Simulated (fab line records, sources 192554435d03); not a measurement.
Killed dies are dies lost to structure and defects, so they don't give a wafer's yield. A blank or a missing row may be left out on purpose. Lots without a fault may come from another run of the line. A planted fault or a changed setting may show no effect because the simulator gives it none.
One fault seen from 2 desks | flow n5_finfet | each desk has only its own numbers; what lay behind them comes last

THE TOOL OWNER'S DESK: cvd_co-01
The tool's own readings at N5_BEOL_M4_CVD_47 (deposits Co from CCTBA/H2, target thk 3 nm, time 223.8 s): means of the sampled wafers that have a number, for each lot that ran on this tool. A lot is out of limits, marked OUT, if its mean lies more than 4 standard deviations from the usual mean; the brackets give that distance.
Columns: A = run_length_s at N5_BEOL_M4_CVD_47, usual 246.4 s
lot  | first seen here | A
L101 | day 8 10:37     | 246.9
L103 | day 8 18:01     | 245.8
L105 | day 9 03:10     | 246.4
L108 | day 10 00:07    | 222.3 (-38) OUT
L110 | day 10 06:55    | 222.9 (-37) OUT
L119 | day 13 16:19    | 246.8
This desk's finding: out of limits on L108, L110; first on L108, day 10 00:07 (run_length_s at N5_BEOL_M4_CVD_47). In limits: L101, L103, L105, L119.

THE METROLOGY DESK
What the gauges read, lot by lot, whatever tool the lot ran on: means of the sampled wafers that have a number. A lot is out of limits, marked OUT, if its mean lies more than 4 standard deviations from the usual mean; the brackets give that distance. Of its 10 readings 7 are shown: those that lie furthest out on some lot.
Columns: A = DIBL_P at N5_BEOL_M4_RC_MEAS_101, usual 36.5 mV/V; B = IOFF_N at N5_BEOL_M4_RC_MEAS_101, usual 0.16 nA/um; C = IOFF_P at N5_BEOL_M4_RC_MEAS_101, usual 0.22 nA/um; D = ION_N at N5_BEOL_M4_RC_MEAS_101, usual 675 uA/um; E = ION_P at N5_BEOL_M4_RC_MEAS_101, usual 465 uA/um; F = SS_N at N5_BEOL_M4_RC_MEAS_101, usual 71.5 mV/dec; G = SS_P at N5_BEOL_M4_RC_MEAS_101, usual 73.3 mV/dec
lot  | first seen here | A    | B    | C    | D   | E   | F    | G
L999 | day 8 02:34     | 38.0 | 0.18 | 0.25 | 681 | 471 | 71.7 | 73.2
L101 | day 8 13:50     | 36.1 | 0.17 | 0.20 | 672 | 460 | 71.1 | 72.9
L103 | day 8 22:09     | 40.4 | 0.22 | 0.29 | 684 | 472 | 72.7 | 74.2
L104 | day 9 03:23     | 36.0 | 0.16 | 0.20 | 676 | 463 | 71.8 | 73.4
L105 | day 9 08:04     | 35.4 | 0.15 | 0.20 | 674 | 467 | 70.5 | 73.1
L108 | day 10 03:26    | 35.6 | 0.16 | 0.22 | 680 | 470 | 71.2 | 72.9
L110 | day 10 10:45    | 33.2 | 0.12 | 0.17 | 667 | 460 | 71.0 | 73.1
L119 | day 13 20:59    | 35.9 | 0.17 | 0.23 | 683 | 470 | 71.8 | 73.4
L121 | day 14 00:14    | 39.4 | 0.19 | 0.25 | 692 | 475 | 71.8 | 74.2
L122 | day 14 20:30    | 37.5 | 0.16 | 0.22 | 683 | 474 | 71.1 | 73.6
This desk's finding: nothing out of limits on any of the 10 lots.

PUT TOGETHER
The tool owner's desk could have raised an alarm at day 10 00:07, on L108, L110.
The metrology desk saw nothing out of limits.
The metrology desk has L108, L110 on record, within its limits.
Of the lots named, all ran N5_BEOL_M4_CVD_47 on cvd_co-01.

WHAT THE SIMULATOR HAD PUT IN
Process parameter drift: cvd_co-01, from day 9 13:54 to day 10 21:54, at N5_BEOL_M4_CVD_47. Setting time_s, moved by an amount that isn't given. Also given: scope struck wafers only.
Lots struck among those shown: L108, L110.
Hours from the fault's start to each desk's first reading out of limits: the tool owner's desk, 10.
